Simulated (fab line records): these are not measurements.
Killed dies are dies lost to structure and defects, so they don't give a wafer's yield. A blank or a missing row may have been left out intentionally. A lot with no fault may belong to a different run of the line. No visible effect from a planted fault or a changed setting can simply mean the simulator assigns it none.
Which of the tools did it? ; flow n5Finfet ; Sampling: 24 lots, 72 wafers, 4 of 1938 route steps

== WHAT THE GAUGES READ, wafer by wafer ==
N5_BEOL_M6_INSPECT_58: inspects for defects (darkfield). Usual: rawDefectCount reads 69 (standard deviation 24).
lot;measured;on;rawDefectCount;flag
L074;day 9 08:37;defectInspect-01;107 56 52;
L075;day 9 12:24;defectInspect-01;89 81 63;
L076;day 9 22:41;defectInspect-02;37 50 29;
L077;day 10 02:03;defectInspect-02;68 57 68;
L078;day 10 02:35;defectInspect-01;104 78 77;
L081;day 10 18:38;defectInspect-02;82 62 58;
L080;day 10 19:05;defectInspect-01;87 47 61;
L079;day 10 21:22;defectInspect-01;45 42 74;
L083;day 11 09:07;defectInspect-01;75 63 77;
L082;day 11 13:01;defectInspect-01;61 40 120;
L084;day 12 02:46;defectInspect-01;82 53 75;
L086;day 12 03:23;defectInspect-01;67 62 57;
L085;day 12 06:43;defectInspect-02;61 53 60;
L087;day 12 17:12;defectInspect-02;88 77 41;
L088;day 13 00:00;defectInspect-02;78 72 36;
L089;day 13 00:24;defectInspect-01;75 74 125;
L090;day 13 02:45;defectInspect-02;66 59 49;
L091;day 13 19:19;defectInspect-01;138 115 114;
L093;day 14 00:35;defectInspect-01;65 40 34;
L092;day 14 03:29;defectInspect-01;79 95 67;
L095;day 14 20:04;defectInspect-02;64 50 47;
L094;day 14 22:16;defectInspect-01;68 71 60;
L097;day 15 06:27;defectInspect-01;64 77 88;
L096;day 15 09:37;defectInspect-02;84 115 107;

N5_BEOL_M7_CD_MEAS_11: target cd 38.5 nm. Usual: cdNm reads 38.2 nm (standard deviation 0.53).
lot;measured;on;cdNm (nm);flag
L074;day 9 11:09;cdSem-02;37.5 37.9 38.2;
L075;day 9 16:39;cdSem-01;37.9 37.9 39.3;
L076;day 10 00:33;cdSem-03;38.4 38.6 38.2;
L077;day 10 03:48;cdSem-01;38.3 38.0 38.5;
L078;day 10 04:06;cdSem-01;38.4 38.4 38.2;
L081;day 10 20:52;cdSem-01;37.5 38.8 38.2;
L080;day 10 21:23;cdSem-02;38.1 37.6 37.6;
L079;day 10 23:38;cdSem-01;37.3 36.9 38.2;
L083;day 11 10:57;cdSem-03;38.2 38.6 38.8;
L082;day 11 15:56;cdSem-01;38.7 38.2 37.9;
L084;day 12 04:56;cdSem-02;38.0 38.4 37.8;
L086;day 12 05:05;cdSem-02;38.4 38.5 38.0;
L085;day 12 08:29;cdSem-02;37.4 37.9 37.5;
L087;day 12 18:25;cdSem-03;38.1 37.4 38.3;
L088;day 13 01:56;cdSem-01;38.6 38.5 38.1;
L089;day 13 02:06;cdSem-03;38.1 38.7 38.0;
L090;day 13 05:42;cdSem-03;39.4 38.9 37.7;
L091;day 13 22:16;cdSem-03;38.6 37.7 38.2;
L093;day 14 02:20;cdSem-03;37.0 37.9 37.3;
L092;day 14 06:56;cdSem-02;39.4 38.6 38.2;
L095;day 14 22:06;cdSem-02;38.6 39.9 39.3;
L094;day 15 01:59;cdSem-01;37.9 37.7 37.5;
L097;day 15 11:44;cdSem-02;38.8 37.7 38.6;
L096;day 15 11:58;cdSem-01;37.2 38.9 37.9;

== EACH LOT AND THE TOOL THAT RAN IT (in order: tool; ch and the chambers of the sampled wafers; start) ==
lot;N5_BEOL_M6_CMP_52;N5_BEOL_M7_CURE_74
L074;cmp-03 ch 0,2, day 9 08:09;uvCure-01 ch 1, day 9 09:00
L075;cmp-03 ch 0,1, day 9 11:55;uvCure-03 ch 1, day 9 12:40
L076;cmp-03 ch 0,1,3, day 9 22:16;uvCure-01 ch 1, day 9 22:47
L077;cmp-03 ch 0,1,3, day 10 01:38;uvCure-01 ch 2, day 10 02:19
L078;cmp-04 ch 1,2,3, day 10 02:08;uvCure-03 ch 1, day 10 02:41
L081;cmp-02 ch 0,1, day 10 18:14;uvCure-03 ch 0, day 10 18:44
L080;cmp-03 ch 0,2, day 10 18:38;uvCure-02 ch 0, day 10 19:11
L079;cmp-02 ch 0,1,2, day 10 20:57;uvCure-01 ch 2, day 10 21:28
L083;cmp-03 ch 0,1,2, day 11 08:40;uvCure-03 ch 1, day 11 09:18
L082;cmp-02 ch 0,1, day 11 12:33;uvCure-03 ch 1, day 11 13:12
L084;cmp-03 ch 0,1,3, day 12 02:23;uvCure-03 ch 1, day 12 03:06
L086;cmp-03 ch 0,2, day 12 02:56;uvCure-02 ch 1, day 12 03:29
L085;cmp-02 ch 2,3, day 12 06:16;uvCure-03 ch 2, day 12 06:59
L087;cmp-02 ch 1,2, day 12 16:45;uvCure-02 ch 2, day 12 17:28
L088;cmp-04 ch 1,2,3, day 12 23:32;uvCure-03 ch 1, day 13 00:06
L089;cmp-03 ch 0,1,3, day 12 23:57;uvCure-01 ch 1, day 13 00:30
L090;cmp-03 ch 1,2,3, day 13 02:18;uvCure-03 ch 0, day 13 02:51
L091;cmp-02 ch 1,2, day 13 18:52;uvCure-01 ch 2, day 13 19:40
L093;cmp-04 ch 2,3, day 14 00:11;uvCure-03 ch 1, day 14 00:41
L092;cmp-02 ch 0,1,2, day 14 03:02;uvCure-01 ch 2, day 14 03:35
L095;cmp-02 ch 0,2,3, day 14 19:41;uvCure-02 ch 1, day 14 20:39
L094;cmp-02 ch 1,2,3, day 14 21:54;uvCure-02 ch 2, day 14 22:23
L097;cmp-02 ch 0,2,3, day 15 06:02;uvCure-03 ch 0, day 15 06:50
L096;cmp-02 ch 1,2, day 15 09:10;uvCure-01 ch 1, day 15 10:02
- N5_BEOL_M6_CMP_52: polishes, stops on SiCOH lowk, t overpolish 6.9 s, target thk 80 nm.
- N5_BEOL_M7_CURE_74: cures SiCOH lowk, time 240 s.

== WHAT THE TOOLS THEMSELVES READ (means of the sampled wafers that have a number; where no wafer has one, the mark that the record gives instead) ==
N5_BEOL_M6_CMP_52. Usual: barrierFieldEndpointS 28.9 s, standard deviation 0.87; motorCurrentA 6.2 A, standard deviation 0.61; overpolishRunS 6.901 s, standard deviation 0.0088; retainingRingPressureFrac 0.999, standard deviation 0.0046; timeToEndpointS 63 s, standard deviation 4.
lot;tool;barrierFieldEndpointS (s);motorCurrentA (A);overpolishRunS (s);retainingRingPressureFrac;timeToEndpointS (s);flag
L074;cmp-03;29.0;5.8;6.899;1.001;63;
L075;cmp-03;28.0;5.5;6.911;0.996;56;
L076;cmp-03;28.3;6.0;6.896;1.001;61;
L077;cmp-03;28.8;5.8;6.907;0.997;62;
L078;cmp-04;28.4;6.7;6.900;0.996;60;
L081;cmp-02;28.8;6.3;6.904;0.999;64;
L080;cmp-03;28.9;5.6;6.892;0.996;67;
L079;cmp-02;28.9;6.2;6.900;1.001;66;
L083;cmp-03;28.7;5.5;6.906;1.001;61;
L082;cmp-02;29.5;5.9;6.895;1.005;63;
L084;cmp-03;29.2;5.9;6.898;1.001;63;
L086;cmp-03;29.3;5.6;6.898;0.999;66;
L085;cmp-02;29.0;6.4;6.903;0.996;64;
L087;cmp-02;29.1;6.0;6.897;1.004;62;
L088;cmp-04;28.7;6.6;6.898;1.001;64;
L089;cmp-03;28.3;5.8;6.901;0.999;59;
L090;cmp-03;29.0;6.2;6.905;0.999;62;
L091;cmp-02;29.8;6.0;6.900;0.995;66;
L093;cmp-04;28.3;6.6;6.901;1.000;63;
L092;cmp-02;29.4;6.3;6.907;0.998;63;
L095;cmp-02;28.9;6.4;6.887;1.000;66;
L094;cmp-02;29.0;6.2;6.897;1.000;64;
L097;cmp-02;29.6;6.5;6.899;0.998;67;
L096;cmp-02;29.2;5.9;6.904;1.000;64;

N5_BEOL_M7_CURE_74. Usual: lampPowerPct 52.31 %, standard deviation 0.053; wafer_temp_C_max 386.6, standard deviation 0.51.
lot;tool;lampPowerPct (%);wafer_temp_C_max;flag
L074;uvCure-01;52.29;387.0;
L075;uvCure-03;52.30;386.4;
L076;uvCure-01;52.28;386.7;
L077;uvCure-01;52.33;386.6;
L078;uvCure-03;52.31;386.1;
L081;uvCure-03;52.24;386.8;
L080;uvCure-02;52.31;386.1;
L079;uvCure-01;52.34;386.3;
L083;uvCure-03;52.30;386.2;
L082;uvCure-03;52.30;386.5;
L084;uvCure-03;52.29;386.5;
L086;uvCure-02;52.28;387.3;
L085;uvCure-03;52.34;388.0;
L087;uvCure-02;52.31;386.8;
L088;uvCure-03;52.30;386.4;
L089;uvCure-01;52.33;386.6;
L090;uvCure-03;52.31;386.3;
L091;uvCure-01;52.25;386.6;
L093;uvCure-03;52.32;386.5;
L092;uvCure-01;52.32;386.6;
L095;uvCure-02;52.29;386.8;
L094;uvCure-02;52.26;386.7;
L097;uvCure-03;52.32;386.6;
L096;uvCure-01;52.37;386.7;

== THE ANSWER, worked out from the rows above alone ==
Rule: a lot counts as off when the mean over its wafers that have a number is more than 3 standard deviations away from the usual mean. Also off: a lot with no number at a reading for which 4 or more lots have one. Any other lot the step has rows for is counted as sound. The gauges are gone through in route order, then the tools' own readings, and for those a lot's mean is taken as printed above. At the first step where some lot is off, the reading lying furthest off is the one used; lots without a number count as furthest.
Nothing can be told from this: no lot is off at any reading shown.

== WHAT THE SIMULATOR HAD PUT IN ==
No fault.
